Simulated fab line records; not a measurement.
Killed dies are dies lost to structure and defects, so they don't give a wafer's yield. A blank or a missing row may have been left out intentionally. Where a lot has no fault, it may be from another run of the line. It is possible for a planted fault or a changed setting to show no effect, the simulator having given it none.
Split-lot study | flow n5Finfet | 7 lots, 21 wafers read, on a route of 1938 steps

== ABOUT THE SPLIT ==
At N5_MIM_BOT_SPUTTER_00 (material TiN, target thk 35 nm, time 89.7 s), the setting timeS was moved away from the recipe's 89.7 s on 5 of the 21 wafers read, by -5.9% to +12.4%. For the rest of the wafers, this setting stayed at what the recipe calls for.

The reading is taken at the split's own step.

== THE READING ==
TiN_of_MIM_BOT_SPUTTER_00.thkNm (the simulator's own value, which no gauge read), in nm, at N5_MIM_BOT_SPUTTER_00 (material TiN, target thk 35 nm, time 89.7 s). The file gives no usual value for it. Here, 16 wafers ran the recipe; their average is 34.9 nm with a standard deviation of 0.34 nm.

wafer  | tool, chamber at the split | timeS as run, s | against the recipe | TiN_of_MIM_BOT_SPUTTER_00.thkNm, nm | against lot-mates on the recipe
L078.2 | pvdSputter-01, -           | 89.7            | recipe             | 34.4                                | -
L078.3 | pvdSputter-01, -           | 89.7            | recipe             | 35                                  | -
L078.6 | pvdSputter-01, -           | 89.7            | recipe             | 35                                  | -
L079.1 | pvdSputter-03, -           | 89.7            | recipe             | 35.2                                | -
L079.3 | pvdSputter-03, -           | 89.7            | recipe             | 34.4                                | -
L079.4 | pvdSputter-03, -           | 89.7            | recipe             | 34.6                                | -
L085.3 | pvdSputter-03, -           | 89.7            | recipe             | 35.2                                | -
L085.4 | pvdSputter-03, -           | 93.09           | +3.8%              | 37                                  | +1.7
L085.5 | pvdSputter-03, -           | 89.7            | recipe             | 35.4                                | -
L084.3 | pvdSputter-02, -           | 89.7            | recipe             | 35.2                                | -
L084.4 | pvdSputter-02, -           | 89.7            | recipe             | 35.4                                | -
L084.5 | pvdSputter-02, -           | 100.8           | +12.4%             | 39.4                                | +4.1
L088.1 | pvdSputter-02, -           | 89.7            | recipe             | 34.8                                | -
L088.3 | pvdSputter-02, -           | 89.7            | recipe             | 34.8                                | -
L088.4 | pvdSputter-02, -           | 89.7            | recipe             | 34.8                                | -
L091.2 | pvdSputter-02, -           | 89.7            | recipe             | 34.4                                | -
L091.3 | pvdSputter-02, -           | 89.7            | recipe             | 34.4                                | -
L091.6 | pvdSputter-02, -           | 97.56           | +8.8%              | 37.8                                | +3.4
L097.2 | pvdSputter-03, -           | 84.42           | -5.9%              | 33                                  | -1.8
L097.3 | pvdSputter-03, -           | 84.42           | -5.9%              | 32.8                                | -2.0
L097.5 | pvdSputter-03, -           | 89.7            | recipe             | 34.8                                | -

THE FIT
A straight line over all 21 wafers: TiN_of_MIM_BOT_SPUTTER_00.thkNm changes by +0.359 nm for each +1% of timeS; r = +0.97; the points scatter about the line by 0.37 nm.
The same after taking each lot's own level away (the mean of its wafers on the recipe; 21 wafers): +0.347 nm for each +1%; r = +0.99; scatter 0.23 nm.
That fit puts the effect of the largest move of timeS on the reading at 4.3 nm.
Across the lots, their own levels run from 34.40 to 35.30 nm, a range of 2.6 times the standard deviation given above.
Consequently the slope shifts little with the lot-to-lot level, the two slopes agreeing.
Check: for one of the wafers moved furthest among these (+12.4%), held out of the fit, the line's prediction against its lot-mates is +4.57 nm. It came out at +4.1 nm against them.

== THE OTHER SPLITS THESE WAFERS WENT THROUGH ==
Note: prior to the reading, these wafers also went through further splits. Each is held against what the fit with the lots' levels taken away leaves over:
other split on the same wafers   | wafers away from the commonest value | r with TiN_of_MIM_BOT_SPUTTER_00.thkNm (lot level and that fit taken away)
N5_BEOL_M13_ILD_DEP_00 timeS     | 6                                    | +0.22
N5_BEOL_M13_COAT_04 spinRpm      | 11                                   | +0.11
N5_BEOL_M14_PEB_26 pebTempC      | 5                                    | -0.17
N5_BEOL_M14_TRENCH_ETCH_34 biasW | 5                                    | +0.12

== FILE'S OWN FIT ==
TiN_of_MIM_BOT_SPUTTER_00.thkNm changes by +0.352 nm for each +1% of timeS, r = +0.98.
